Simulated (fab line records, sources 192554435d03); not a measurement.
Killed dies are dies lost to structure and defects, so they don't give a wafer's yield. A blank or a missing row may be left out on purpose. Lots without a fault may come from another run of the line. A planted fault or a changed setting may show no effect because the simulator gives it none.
Which tool did it? | flow n5_finfet | 12 lots, 36 wafers sampled, at 6 steps of a route of 1938

WHAT THE GAUGES READ, wafer by wafer
N5_BEOL_M4_OVL_MEAS_12.
lot  | measured     | on         | M4_OVL (nm)
L075 | day 7 21:58  | overlay-01 | -1.5 -1.1 -1.5
L076 | day 8 11:43  | overlay-01 | -0.9 -0.9 -1.4
L079 | day 8 18:36  | overlay-01 | 0.6 0.9 0.2
L081 | day 8 23:45  | overlay-01 | 0.2 -1.4 -0.9
L083 | day 10 04:30 | overlay-01 | 0.6 1.2 0.3
L085 | day 10 17:20 | overlay-02 | -0.3 -0.1 -0.4
L088 | day 11 20:13 | overlay-02 | -0.4 -1.4 -0.9
L089 | day 12 02:01 | overlay-01 | 0.0 -1.4 -1.1
L091 | day 12 09:20 | overlay-01 | -0.2 0.4 -0.5
L095 | day 13 03:00 | overlay-01 | -2.2 -1.2 -0.7
L097 | day 13 08:29 | overlay-01 | -0.3 1.1 1.2
L096 | day 13 16:34 | overlay-02 | -0.9 -2.3 -1.1

WHICH TOOL RAN EACH LOT (tool, then ch and the chambers of the sampled wafers, then the start)
lot  | N5_BEOL_M3_SPUTTER_86        | N5_BEOL_M3_ANNEAL_89         | N5_BEOL_M3_ANNEAL_93         | N5_BEOL_M3_ANNEAL_51             | N5_BEOL_M3_PRE_CLEAN_60
L075 | pvd_sputter-02, day 7 18:43  | pvd_sputter-02, day 7 19:01  | pvd_sputter-02, day 7 19:27  | rtp_anneal-02 ch 0, day 7 20:01  | cvd_co-02 ch 1,2, day 7 20:38
L076 | pvd_sputter-03, day 8 08:07  | pvd_sputter-03, day 8 08:25  | pvd_sputter-03, day 8 08:52  | rtp_anneal-01 ch 0, day 8 09:28  | cvd_co-02 ch 0,2, day 8 10:02
L079 | pvd_sputter-03, day 8 15:47  | pvd_sputter-03, day 8 16:05  | pvd_sputter-03, day 8 16:32  | rtp_anneal-01 ch 0, day 8 17:11  | cvd_co-01 ch 1,2, day 8 17:43
L081 | pvd_sputter-03, day 8 19:19  | pvd_sputter-03, day 8 19:37  | pvd_sputter-03, day 8 20:04  | rtp_anneal-01 ch 0, day 8 20:40  | cvd_co-01 ch 1,2, day 8 21:16
L083 | pvd_sputter-03, day 10 01:35 | pvd_sputter-03, day 10 01:53 | pvd_sputter-03, day 10 02:19 | rtp_anneal-01 ch 0, day 10 03:01 | cvd_co-02 ch 0,1,2, day 10 03:32
L085 | pvd_sputter-01, day 10 13:33 | pvd_sputter-01, day 10 13:51 | pvd_sputter-01, day 10 14:17 | rtp_anneal-01 ch 0, day 10 14:52 | cvd_co-02 ch 0,1, day 10 15:29
L088 | pvd_sputter-02, day 11 17:02 | pvd_sputter-02, day 11 17:20 | pvd_sputter-02, day 11 17:47 | rtp_anneal-01 ch 0, day 11 18:20 | cvd_co-01 ch 0,1,2, day 11 18:58
L089 | pvd_sputter-03, day 11 20:59 | pvd_sputter-03, day 11 21:17 | pvd_sputter-03, day 11 21:43 | rtp_anneal-02 ch 0, day 11 22:19 | cvd_co-02 ch 0,1,2, day 11 22:55
L091 | pvd_sputter-03, day 12 06:30 | pvd_sputter-03, day 12 06:48 | pvd_sputter-03, day 12 07:14 | rtp_anneal-02 ch 0, day 12 07:48 | cvd_co-02 ch 0,1,2, day 12 08:26
L095 | pvd_sputter-03, day 12 23:48 | pvd_sputter-03, day 13 00:06 | pvd_sputter-03, day 13 00:32 | rtp_anneal-02 ch 0, day 13 01:06 | cvd_co-02 ch 0,2, day 13 01:44
L097 | pvd_sputter-01, day 13 05:11 | pvd_sputter-01, day 13 05:29 | pvd_sputter-01, day 13 05:56 | rtp_anneal-01 ch 0, day 13 06:32 | cvd_co-01 ch 1,2, day 13 07:08
L096 | pvd_sputter-02, day 13 13:19 | pvd_sputter-02, day 13 13:37 | pvd_sputter-02, day 13 14:03 | rtp_anneal-02 ch 0, day 13 14:44 | cvd_co-01 ch 0,1,2, day 13 15:15
- N5_BEOL_M3_SPUTTER_86: material Cu, target thk 4.5 nm, time 8.29 s.
- N5_BEOL_M3_ANNEAL_89: time 240 s.
- N5_BEOL_M3_ANNEAL_93: time 240 s.
- N5_BEOL_M3_ANNEAL_51: time 90 s.
- N5_BEOL_M3_PRE_CLEAN_60: time 15 s.

THE ANSWER, worked out from the rows above alone
Rule: what is usual is taken from the lots themselves. Put in order of their means at a reading, lots are off if they are a third of the lots or fewer, leave a main group of 4 or more, and stand apart from it by a gap of 3 or more times the standard deviation of the main group's means; of several such gaps the widest counts. A main group whose means are all the same, to the digits that the tables above print for the reading, isn't used. A lot without any number at a reading at which 4 lots or more have one is off too. The other lots that the step has rows for count as sound.
No lot is off at any reading shown: from this, nothing can be told.

WHAT THE SIMULATOR HAD PUT IN
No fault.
